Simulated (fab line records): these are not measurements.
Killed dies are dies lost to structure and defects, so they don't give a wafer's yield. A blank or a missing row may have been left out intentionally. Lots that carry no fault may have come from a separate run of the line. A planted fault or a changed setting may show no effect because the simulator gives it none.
Struck lot and sound lot, side by side	flow nandHarc	28 out of 1302 route steps
Sound: the wafers L439.3, L439.5, L439.6. Struck: wafer L450.3 (left out: L450.1, L450.6 of the same lot, which were not struck); the cause appears at the end.
Order at every step that has rows: each side's tool, ch and its chambers, its first start. Under that, the readings that differ: sound wafers	struck wafers	difference of the means	sigmas: that difference in standard deviations of wafers without a fault.
alike: readings whose means differ by less than 2 such deviations, and words and numbers that are the same on both sides. not compared: withheld readings, readings that some wafer has no value for, bounds like >300 that may hide the same value, and numbers for which the record gives no deviation and whose values overlap.
The two part at a step that has a row with sigmas, a row that says differs or no value, or rows on one side only. Numbers that have no deviation but don't overlap get no sigmas and don't part them. Lack of a reading on every wafer of one side parts them only where that side has two or more wafers.

NHARC_A_CHANNEL_HOLE_D1_CD_MEAS_10: target cd 100 nm.
  sound on cdSem-01 ch 0, day 9 14:10; struck on cdSem-02 ch 0, day 14 10:37
  alike: cdNm
NHARC_A_CHANNEL_HOLE_D1_OVL_MEAS_11:
  sound on overlay-02, day 9 14:15; struck on overlay-01, day 14 10:43
  alike: overlayXNm, overlayYNm
NHARC_A_CHANNEL_HOLE_D1_INSPECT_12:
  sound on defectInspect-01, day 9 14:17; struck on defectInspect-01, day 14 10:45
  alike: rawDefectCount
NHARC_A_CHANNEL_HOLE_D1_DESCUM_15: chemistry O2, time 3 s.
  sound on rieDiel-02 ch 0,3, day 9 14:21; struck on rieDiel-07 ch 2, day 14 10:49
  alike: drypumpMotorCurrentA, oesProductAu, rfVppV, showerheadPlenumPTorr, throttleValvePct
  not compared: rfHoursCounterH
NHARC_A_CHANNEL_HOLE_D1_ETCH_38: etches the open film in CF4, target depth 39 nm, time 65 s.
  sound on rieDiel-02 ch 0,2,3, day 9 14:27; struck on rieDiel-07 ch 0, day 14 10:54
  alike: biasW, drypumpMotorCurrentA, oesProductAu, rfVppV, showerheadPlenumPTorr, throttleValvePct
  not compared: rfHoursCounterH
then, 3 steps without rows for these wafers: NHARC_A_CHANNEL_HOLE_D1_ETCH_39 (etches the open film in N2/H2, target depth 260 nm, time 325 s); NHARC_A_CHANNEL_HOLE_D1_ETCH_34 (etches the open film in CF4/CHF3, target depth 154 nm, time 77 s); NHARC_A_CHANNEL_HOLE_D1_ETCH_16 (etches the open film in O2/COS, target depth 3100 nm, time 806 s).
NHARC_A_CHANNEL_HOLE_D1_CD_MEAS_18:
  sound on cdSem-03, day 9 15:40; struck on cdSem-03, day 14 12:02
  alike: cdNm
then, 2 steps without rows for these wafers: NHARC_A_CHANNEL_HOLE_D1_ETCH_19 (etches the open film in C4F8/O2/Ar, time 34.5 s); NHARC_A_CHANNEL_HOLE_D1_ETCH_20 (etches the open film in C4F8/O2/Ar, time 361.9 s, target depth 1600 nm).
NHARC_A_CHANNEL_HOLE_D1_ETCH_21: etches the open film in C4F8/O2/Ar, time 514.3 s, target depth 1600 nm.
  sound on harEtch-01 ch 0,1, day 9 16:19; struck on harEtch-01 ch 0, day 14 12:37
  alike: drypumpMotorCurrentA, showerheadPlenumPTorr, throttleValvePct
  not compared: rfHoursCounterH
NHARC_A_CHANNEL_HOLE_D1_ETCH_22: etches the open film in C4F8/O2/Ar, time 666.7 s, target depth 1600 nm.
  sound on harEtch-01 ch 0,1, day 9 16:48; struck on harEtch-01 ch 0, day 14 13:05
reading	sound	struck	difference	sigmas
throttleValvePct (%)	32.156 32.164 32.156	32.141	-0.018	-2
  alike: drypumpMotorCurrentA, showerheadPlenumPTorr
  not compared: rfHoursCounterH
then, 1 step without rows for these wafers: NHARC_A_CHANNEL_HOLE_D1_ETCH_23 (etches the open film in C4F8/O2/Ar, time 819 s, target depth 1600 nm).
NHARC_A_CHANNEL_HOLE_D1_ETCH_24: etches the open film in C4F8/O2/Ar, time 906.2 s, target depth 1500 nm.
  sound on harEtch-01 ch 0,1, day 9 18:07; struck on harEtch-01 ch 0, day 14 14:24
  alike: drypumpMotorCurrentA, showerheadPlenumPTorr, throttleValvePct
  not compared: rfHoursCounterH
then, 6 steps without rows for these wafers: NHARC_A_CHANNEL_HOLE_D1_ETCH_25 (etches the open film in C4F8/O2/Ar, time 1040.2 s, target depth 1500 nm); NHARC_A_CHANNEL_HOLE_D1_ETCH_26 (etches the open film in C4F8/O2/Ar, time 224.1 s, target depth 300 nm); NHARC_A_CHANNEL_HOLE_D1_ETCH_33 (etches the open film in C4F8/O2/Ar, time 90 s, target depth 400 nm); NHARC_A_CHANNEL_HOLE_D1_STRIP_41 (strips in N2/H2); NHARC_A_CHANNEL_HOLE_D1_STRIP_42 (strips in CF4/CHF3); NHARC_A_CHANNEL_HOLE_D1_STRIP_43 (strips in O2/COS).
NHARC_A_CHANNEL_HOLE_D1_ETCH_44: etches the open film in CF4/O2, target depth 140 nm, overetch 14 nm, time 77 s.
  sound on rieDiel-02 ch 0,3, day 9 20:26; struck on rieDiel-02 ch 1, day 14 16:52
  alike: biasW, drypumpMotorCurrentA, oesProductAu, rfVppV, showerheadPlenumPTorr, throttleValvePct
  not compared: rfHoursCounterH
then, 3 steps without rows for these wafers: NHARC_A_CHANNEL_HOLE_D1_STRIP_27 (strips in O2); NHARC_A_CHANNEL_HOLE_D1_PRECLEAN_28 (cleans in SC1); NHARC_A_CHANNEL_HOLE_D1_SRD_29.
NHARC_A_CHANNEL_HOLE_D1_CD_MEAS_30:
  sound on cdSem-03, day 9 21:14; struck on cdSem-01, day 14 17:40
  alike: cdNm
NHARC_A_CHANNEL_HOLE_D1_XSEM_31:
  sound on xsem-02 ch 0, day 9 21:20; struck on xsem-01 ch 0, day 14 17:45
reading	sound	struck	difference	sigmas
bowNm (nm)	8.43 8.44 8.45	9.99	+1.55	+7
  alike: botCdNm, tiltDeg
NHARC_A_CHANNEL_HOLE_D1_INSPECT_40:
  sound on defectInspect-02, day 9 21:25; struck on defectInspect-02, day 14 17:51
  alike: rawDefectCount

## WHERE THEY PART
Earliest at NHARC_A_CHANNEL_HOLE_D1_ETCH_22; latest, in this record, at NHARC_A_CHANNEL_HOLE_D1_XSEM_31. Later steps at which nothing parts them and some readings are alike: NHARC_A_CHANNEL_HOLE_D1_INSPECT_40.

WHY: what had been put in by the simulator
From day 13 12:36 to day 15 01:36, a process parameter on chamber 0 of harEtch-01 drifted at NHARC_A_CHANNEL_HOLE_D1_ETCH_22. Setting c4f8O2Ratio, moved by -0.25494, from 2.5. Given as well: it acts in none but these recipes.
